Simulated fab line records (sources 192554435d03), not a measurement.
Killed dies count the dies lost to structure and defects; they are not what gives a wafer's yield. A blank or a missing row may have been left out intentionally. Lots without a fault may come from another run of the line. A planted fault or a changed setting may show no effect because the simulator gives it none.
Matching of chambers :: flow n5 finfet :: rie diel-03 running N5_DUMMY_GATE_ETCH_42: 4 sister chambers
The step etches SiO2 in CHF3/O2, target depth 3.5 nm, time 31 s. 4 wafers are shown with their chamber, then 8 later ones without.

== WAFERS, EACH WITH ITS CHAMBER ==
wafer: L081.4
chamber: 2
drypump motor current A (A): 5.4

wafer: L082.5
chamber: 3
drypump motor current A (A): 6.2

wafer: L085.2
chamber: 0
drypump motor current A (A): 5.6

wafer: L090.1
chamber: 1
drypump motor current A (A): 5.3

== WAFERS WITH NO CHAMBER GIVEN ==
wafer: L090.3
drypump motor current A (A): 5.6

wafer: L090.6
drypump motor current A (A): 5.6

wafer: L091.1
drypump motor current A (A): 5.6

wafer: L091.2
drypump motor current A (A): 5.2

wafer: L091.3
drypump motor current A (A): 5.4

wafer: L092.4
drypump motor current A (A): 5.6

wafer: L092.5
drypump motor current A (A): 5.6

wafer: L092.6
drypump motor current A (A): 6.2

== WHICH CHAMBER EACH ONE RAN IN ==
wafer: L090.3
from the rows above: 0
in truth: 0

wafer: L090.6
from the rows above: 0
in truth: 0

wafer: L091.1
from the rows above: 0
in truth: 0

wafer: L091.2
from the rows above: 1
in truth: 1

wafer: L091.3
from the rows above: 2
in truth: 2

wafer: L092.4
from the rows above: 0
in truth: 0

wafer: L092.5
from the rows above: 0
in truth: 0

wafer: L092.6
from the rows above: 3
in truth: 3
Placed correctly: 8 of 8. Can't be placed from these rows: 0. Wrongly placed: 0.
How it was worked out, from the rows above alone: a wafer's distance from a chamber is the root of the sum, over the readings, of the square of ((its reading less the chamber's mean) divided by the reading's scatter). If the next closest chamber is less than 2 further off than the closest, the wafer can't be placed; otherwise it belongs to the closest. The mean given for a chamber averages the wafers shown for that chamber. The scatter (one wafer shown for each chamber): square how far every hidden wafer sits from the nearest shown wafer, average those squares and take the square root.
